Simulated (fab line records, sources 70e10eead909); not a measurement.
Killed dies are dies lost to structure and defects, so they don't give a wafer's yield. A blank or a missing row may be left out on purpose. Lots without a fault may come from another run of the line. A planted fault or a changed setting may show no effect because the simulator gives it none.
A struck lot beside a sound one | flow nand_harc | 15 steps out of a route of 1159
Sound: wafers L902.1, L902.2, L902.3. Struck: wafers L916.5, L916.6. (L916.3 of the same lot was not struck and is left out.) The cause comes at the end.
At each step with rows: each side's tool, then ch and its chambers, then its first start. Under that, the readings that differ: sound wafers | struck wafers | difference of the means | sigmas: that difference in standard deviations of wafers without a fault.
alike: readings whose means differ by less than 2 such deviations, and words and numbers that are the same on both sides. not compared: withheld readings, readings that some wafer has no value for, bounds like >300 that may hide the same value, and numbers for which the record gives no deviation and whose values overlap.
The two part at a step that has a row with sigmas, a row that says differs or no value, or rows on one side only. Numbers that don't overlap but have no deviation are shown without sigmas and don't part them. A reading that every wafer of one side lacks parts them only if that side has two wafers or more.

first, 3 steps without rows for these wafers: NHARC_THIN_TSV_EXPOSE_09 (exposes mask TSV); NHARC_THIN_TSV_PEB_10 (peb time 85 s); NHARC_THIN_TSV_DEVELOP_11 (time 70 s).
NHARC_THIN_TSV_CD_MEAS_12: target cd 1000 nm.
  sound on cd_sem-03 ch 0, day 19 23:07; struck on cd_sem-03 ch 0, day 23 13:16
  alike: cd_nm
then, 1 step without rows for these wafers: NHARC_THIN_TSV_HARDBAKE_13 (time 80 s).
NHARC_THIN_TSV_DESCUM_14: chemistry O2, time 3 s.
  sound on rie_diel-06 ch 0,1,2, day 19 23:17; struck on rie_diel-13 ch 0,3, day 23 13:25
  reading                | sound | struck | difference                    | sigmas
  rf_hours_counter_h (h) | 4 2 4 | - -    | no value on the struck wafers |
  alike: drypump_motor_current_A, o2_flow_sccm, oes_product_au, rf_vpp_V, showerhead_plenum_p_Torr, throttle_valve_pct
NHARC_THIN_TSV_ETCH_44: etches the open film in CF4/O2, target depth 1594.2 nm, time 797.1 s.
  sound on rie_diel-06 ch 1,2,3, day 19 23:25; struck on rie_diel-13 ch 2,3, day 23 13:34
  reading                | sound                | struck      | difference                    | sigmas
  o2_flow_sccm (sccm)    | 10.017 10.012 10.018 | 9.970 9.941 | -0.060                        | -2
  rf_hours_counter_h (h) | 4 4 2                | - -         | no value on the struck wafers |
  alike: cf4_flow_sccm, drypump_motor_current_A, oes_product_au, rf_vpp_V, showerhead_plenum_p_Torr, throttle_valve_pct
then, 1 step without rows for these wafers: NHARC_THIN_TSV_ETCH_15 (target depth 3000 nm, bosch target overetch cycles 2, bosch etch step 2.8 s).
NHARC_THIN_TSV_CD_MEAS_16:
  sound on cd_sem-01, day 20 00:05; struck on cd_sem-02, day 23 14:14
  alike: cd_nm
NHARC_THIN_TSV_STRIP_45: strips in O2.
  sound on plasma_asher-02 ch 0,1, day 20 00:09; struck on plasma_asher-01 ch 0,1, day 23 15:01
  alike: drypump_motor_current_A, heater_power_w
  not compared: rf_hours_counter_h
then, 1 step without rows for these wafers: NHARC_THIN_TSV_STRIP_46 (strips in post etch residue remover, time 1200 s).
NHARC_THIN_TSV_DEP_47: deposits SiO2, target thk 200 nm.
  sound on pecvd-01 ch 0,1, day 20 00:57; struck on pecvd-02 ch 1,2, day 23 15:46
  alike: throttle_valve_pct
NHARC_THIN_TSV_ETCHBACK_48: etches the open film in C4F8/Ar, target depth 1028.5 nm, time 405.17 s.
  sound on rie_diel-10 ch 1,2,3, day 20 01:29; struck on rie_diel-06 ch 0,1, day 23 16:08
  reading                | sound       | struck          | difference                    | sigmas
  over_etch_frac         | 0.3 0.3 0.3 | 0.12377 0.12377 | -0.17623                      |
  rf_hours_counter_h (h) | 7 6 6       | - -             | no value on the struck wafers |
  alike: oes_product_au, rf_vpp_V
NHARC_THIN_TSV_STRIP_62: strips in N2/H2, time 20 s.
  sound on plasma_asher-02 ch 0,1, day 20 01:50; struck on plasma_asher-01 ch 0,1, day 23 16:59
  alike: drypump_motor_current_A, heater_power_w
  not compared: rf_hours_counter_h
NHARC_END_SORT_01:
  sound on prober-02 ch 0, day 20 14:22; struck on prober-02 ch 0, day 24 08:27
  reading         | sound    | struck | difference | sigmas
  killed_at_array | 11 11 16 | 35 38  | +24        | +2
  alike: defect_limited_yield, killed_at_other, killed_at_periphery, killed_dies, killed_open, killed_short, sort_bin_2_pct, sort_bin_3_pct, sort_bin_4_pct, sort_n_pass, sort_rim_yield_pct, sort_yield_pct

WHERE THEY PART
First at NHARC_THIN_TSV_DESCUM_14; last, within this record, at NHARC_END_SORT_01.

WHY: what the simulator had put in
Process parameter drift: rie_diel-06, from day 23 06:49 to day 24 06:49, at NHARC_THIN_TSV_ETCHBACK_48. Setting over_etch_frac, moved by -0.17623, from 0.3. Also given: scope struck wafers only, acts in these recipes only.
